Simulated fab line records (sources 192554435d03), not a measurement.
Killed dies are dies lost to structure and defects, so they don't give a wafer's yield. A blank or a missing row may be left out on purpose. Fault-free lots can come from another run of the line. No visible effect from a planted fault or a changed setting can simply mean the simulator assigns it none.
Which tool did it? | flow n5 finfet | Sampling: 10 lots, 29 wafers, 5 of 1938 route steps

== WHAT EACH GAUGE READ, for each wafer ==
N5_BEOL_M4_RC_MEAS_101. Usual: DIBL_N 36.1 mV/V, standard deviation 1.9; DIBL_P 36.4 mV/V, standard deviation 2.5; IOFF_N 0.16 nA/um, standard deviation 0.036; IOFF_P 0.22 nA/um, standard deviation 0.038; ION_N 672 uA/um, standard deviation 11; ION_P 462 uA/um, standard deviation 8; SS_N 71.6 mV/dec, standard deviation 0.68; SS_P 73.3 mV/dec, standard deviation 0.77; VT_N 250 mV, standard deviation 3.3; VT_P -250 mV, standard deviation 3.6.
lot  | measured     | on        | DIBL_N (mV/V)  | DIBL_P (mV/V)  | IOFF_N (nA/um) | IOFF_P (nA/um) | ION_N (uA/um) | ION_P (uA/um) | SS_N (mV/dec)  | SS_P (mV/dec)  | VT_N (mV)   | VT_P (mV)      | flag
L806 | day 9 03:11  | prober-02 | 36.0 37.3 34.0 | 37.4 39.0 34.3 | 0.15 0.18 0.12 | 0.20 0.24 0.16 | 672 677 667   | 462 466 459   | 71.8 72.3 70.9 | 72.7 73.0 72.2 | 253 248 255 | -249 -245 -253 |
L809 | day 9 12:37  | prober-01 | 36.6 34.1 38.1 | 39.0 34.5 38.5 | 0.18 0.11 0.18 | 0.23 0.16 0.22 | 686 668 674   | 472 456 458   | 71.1 71.7 72.2 | 74.4 72.6 73.5 | 247 255 248 | -246 -255 -250 |
L821 | day 13 01:31 | prober-02 | 33.1 34.7 35.3 | 33.5 34.3 36.8 | 0.11 0.13 0.16 | 0.17 0.18 0.21 | 656 653 683   | 454 446 461   | 71.2 72.0 71.8 | 73.2 73.1 73.9 | 253 254 249 | -254 -254 -253 |
L822 | day 13 19:37 | prober-02 | 36.5 36.6 37.9 | 35.0 35.6 36.2 | 0.16 0.16 0.18 | 0.22 0.22 0.23 | 678 685 677   | 466 472 468   | 71.7 71.8 72.0 | 72.2 73.8 72.8 | 249 250 250 | -248 -249 -248 |
L824 | day 13 21:09 | prober-02 | 36.5 37.7 34.7 | 37.3 37.8 34.8 | 0.16 0.18 0.13 | 0.22 0.22 0.18 | 675 683 659   | 468 462 456   | 71.6 71.6 71.2 | 73.4 74.1 73.0 | 249 251 251 | -249 -251 -254 |
L825 | day 13 22:59 | prober-01 | 33.9 34.4      | 32.8 35.4      | 0.14 0.14      | 0.20 0.23      | 669 675       | 474 474       | 71.3 71.8      | 71.6 73.3      | 251 252     | -247 -244      |
L826 | day 14 07:13 | prober-02 | 36.8 36.6 33.1 | 36.3 34.5 31.4 | 0.16 0.15 0.10 | 0.22 0.20 0.15 | 688 669 654   | 470 459 459   | 71.9 71.0 70.5 | 73.3 73.1 72.1 | 249 253 255 | -249 -250 -255 |
L828 | day 14 16:37 | prober-01 | 36.8 36.1 36.7 | 36.1 33.4 35.1 | 0.15 0.13 0.14 | 0.17 0.14 0.16 | 663 655 660   | 446 442 445   | 71.7 71.0 72.1 | 73.0 71.8 73.0 | 253 256 255 | -254 -258 -257 |

== WHAT TOOL EACH LOT RAN ON (gives the tool, then ch and the chambers of the sampled wafers, and finally the start) ==
lot  | N5_HKMG_FIN_STRIP_90              | N5_HKMG_FIN_ALD_21                 | N5_GATE_CUT_ETCH_56               | N5_GATE_CUT_ETCHBACK_30
L806 | rie diel-02 ch 0,2, day 4 12:25   | ald metal-01 ch 0,1,3, day 4 13:07 | rie metal-03 ch 0,1, day 4 14:31  | rie metal-03 ch 0,1, day 4 14:36
L809 | rie diel-02 ch 0,1,2, day 5 06:47 | ald metal-02 ch 1,3, day 5 07:29   | rie metal-03 ch 0,1, day 5 08:53  | rie metal-03 ch 0,1, day 5 08:58
L812 | rie diel-03 ch 2,3, day 5 22:42   | ald metal-02 ch 0,3, day 5 23:23   | rie metal-03 ch 0,1, day 6 00:49  | rie metal-03 ch 0,1, day 6 00:55
L813 | rie diel-04 ch 1,2,3, day 6 05:38 | ald metal-01 ch 0,1,3, day 6 06:19 | rie metal-02 ch 0,1, day 6 07:49  | rie metal-02 ch 0,1, day 6 07:55
L821 | rie diel-02 ch 1,2,3, day 8 05:52 | ald metal-01 ch 0,1,3, day 8 06:32 | rie metal-03 ch 0,1, day 8 07:56  | rie metal-03 ch 0,1, day 8 08:02
L822 | rie diel-04 ch 1,2,3, day 8 13:40 | ald metal-03 ch 0,1, day 8 14:21   | rie metal-03 ch 0,1, day 8 15:46  | rie metal-03 ch 0,1, day 8 15:50
L824 | rie diel-03 ch 0,2,3, day 9 01:51 | ald metal-01 ch 1,2,3, day 9 02:32 | rie metal-01 ch 0,1, day 9 03:56  | rie metal-01 ch 0,1, day 9 04:02
L825 | rie diel-04 ch 0, day 9 03:46     | ald metal-03 ch 0,1, day 9 04:28   | rie metal-03 ch 0,1, day 9 05:53  | rie metal-03 ch 0,1, day 9 05:58
L826 | rie diel-04 ch 0,1,3, day 9 11:20 | ald metal-01 ch 0,1,3, day 9 12:01 | rie metal-03 ch 0,1, day 9 13:27  | rie metal-03 ch 0,1, day 9 13:31
L828 | rie diel-02 ch 0,1,2, day 9 23:54 | ald metal-01 ch 2,3, day 10 00:35  | rie metal-03 ch 0,1, day 10 01:59 | rie metal-03 ch 0,1, day 10 02:04
- N5_HKMG_FIN_STRIP_90: strips SOC in N2/H2, time 20 s.
- N5_HKMG_FIN_ALD_21: deposits TiN, target thk 1.5 nm, pulse time 1 s, purge time 3 s.
- N5_GATE_CUT_ETCH_56: etches TiN in Cl2/Ar, target depth 21.6 nm.
- N5_GATE_CUT_ETCHBACK_30: etches TiN in Cl2/Ar, target depth 3 nm.

== WHAT THE TOOLS THEMSELVES READ (means of the sampled wafers that have a number; where no wafer has one, the mark that the record gives instead) ==
N5_HKMG_FIN_STRIP_90. Usual: drypump motor current A 5.9 A, standard deviation 0.38; oes product au 0.80 a.u., standard deviation 0.088; rf vpp V 54.1 V, standard deviation 0.93; showerhead plenum p Torr 3.36 Torr, standard deviation 0.092; throttle valve pct 19.1 %, standard deviation 0.42.
lot  | tool        | drypump motor current A (A) | oes product au (a.u.) | rf vpp V (V) | showerhead plenum p Torr (Torr) | throttle valve pct (%) | flag
L806 | rie diel-02 | 5.8                         | 0.74                  | 54.0         | 3.38                            | 19.3                   |
L809 | rie diel-02 | 5.6                         | 0.77                  | 53.9         | 3.35                            | 19.2                   |
L812 | rie diel-03 | 6.1                         | 0.84                  | 54.7         | 3.53                            | 18.6                   |
L813 | rie diel-04 | 5.9                         | 0.76                  | 54.7         | 3.32                            | 19.3                   |
L821 | rie diel-02 | 5.8                         | 0.75                  | 53.3         | 3.35                            | 19.1                   |
L822 | rie diel-04 | 5.9                         | 0.84                  | 54.2         | 3.31                            | 19.2                   |
L824 | rie diel-03 | 6.1                         | 0.78                  | 54.7         | 3.50                            | 18.9                   |
L825 | rie diel-04 | 6.0                         | 0.90                  | 53.8         | 3.28                            | 18.3                   |
L826 | rie diel-04 | 5.7                         | 0.88                  | 53.8         | 3.28                            | 18.9                   |
L828 | rie diel-02 | 5.6                         | 0.73                  | 54.1         | 3.33                            | 19.3                   |

N5_HKMG_FIN_ALD_21. Usual: heater power w 855 W, standard deviation 54; precursor pulse height rel 0.999, standard deviation 0.019.
lot  | tool         | heater power w (W) | precursor pulse height rel | flag
L806 | ald metal-01 | 851                | 0.983                      |
L809 | ald metal-02 | 862                | 1.000                      |
L812 | ald metal-02 | 912                | 0.996                      |
L813 | ald metal-01 | 848                | 1.008                      |
L821 | ald metal-01 | 832                | 1.007                      |
L822 | ald metal-03 | 818                | 0.993                      |
L824 | ald metal-01 | 825                | 0.991                      |
L825 | ald metal-03 | 829                | 0.987                      |
L826 | ald metal-01 | 840                | 0.994                      |
L828 | ald metal-01 | 838                | 0.978                      |

N5_GATE_CUT_ETCH_56. Usual: bias w 59.95 W, standard deviation 0.16; chamber pressure mTorr 10.001 mTorr, standard deviation 0.0087; drypump motor current A 5.8 A, standard deviation 0.41; oes product au 0.76 a.u., standard deviation 0.06; throttle valve pct 21.00 %, standard deviation 0.18.
lot  | tool         | bias w (W) | chamber pressure mTorr (mTorr) | drypump motor current A (A) | oes product au (a.u.) | throttle valve pct (%) | flag
L806 | rie metal-03 | 60.13      | 9.991                          | 6.1                         | 0.83                  | 21.09                  |
L809 | rie metal-03 | 60.04      | 10.011                         | 6.1                         | 0.83                  | 21.09                  |
L812 | rie metal-03 | -          | -                              | -                           | -                     | -                      | OFF
L813 | rie metal-02 | -          | -                              | -                           | -                     | -                      | OFF
L821 | rie metal-03 | 59.96      | 10.003                         | 6.1                         | 0.81                  | 21.12                  |
L822 | rie metal-03 | 59.92      | 9.989                          | 5.8                         | 0.81                  | 20.98                  |
L824 | rie metal-01 | 59.93      | 10.005                         | 5.7                         | 0.71                  | 20.90                  |
L825 | rie metal-03 | 59.90      | 10.006                         | 6.0                         | 0.81                  | 21.05                  |
L826 | rie metal-03 | 59.94      | 10.002                         | 5.9                         | 0.80                  | 21.00                  |
L828 | rie metal-03 | 59.95      | 10.002                         | 6.1                         | 0.80                  | 21.12                  |

N5_GATE_CUT_ETCHBACK_30. Usual: drypump motor current A 5.8 A, standard deviation 0.41; oes product au 0.76 a.u., standard deviation 0.06; throttle valve pct 21.00 %, standard deviation 0.18.
lot  | tool         | drypump motor current A (A) | oes product au (a.u.) | throttle valve pct (%) | flag
L806 | rie metal-03 | 6.1                         | 0.82                  | 21.12                  |
L809 | rie metal-03 | 6.1                         | 0.82                  | 21.10                  |
L812 | rie metal-03 | 5.8                         | 0.81                  | 20.97                  |
L813 | rie metal-02 | 5.3                         | 0.74                  | 20.97                  |
L821 | rie metal-03 | 6.1                         | 0.81                  | 21.11                  |
L822 | rie metal-03 | 5.8                         | 0.81                  | 20.98                  |
L824 | rie metal-01 | 5.7                         | 0.71                  | 20.92                  |
L825 | rie metal-03 | 6.0                         | 0.80                  | 21.05                  |
L826 | rie metal-03 | 5.8                         | 0.80                  | 20.99                  |
L828 | rie metal-03 | 6.1                         | 0.79                  | 21.13                  |

== THE ANSWER, worked out from the rows above alone ==
Rule: lot off if the mean of its wafers having a number is beyond 3 standard deviations from the usual mean. Also off: a lot with no number at a reading for which 4 or more lots have one. Where the step has rows for the other lots, those lots are counted as sound. The gauges are gone through in route order, then the tools' own readings, and for those a lot's mean is taken as printed above. The first step at which some lot is off is used, and at that step the reading that is off furthest; a lot without a number counts as furthest.
Off at N5_GATE_CUT_ETCH_56 (bias w): L812, L813. Without a number there: L812, L813.
If a tool, at that step or one of the process steps before it, ran each lot that is off and ran no sound lot following the first of them, it fits. No candidate that was tried fits.

== WHAT THE SIMULATOR HAD PUT IN ==
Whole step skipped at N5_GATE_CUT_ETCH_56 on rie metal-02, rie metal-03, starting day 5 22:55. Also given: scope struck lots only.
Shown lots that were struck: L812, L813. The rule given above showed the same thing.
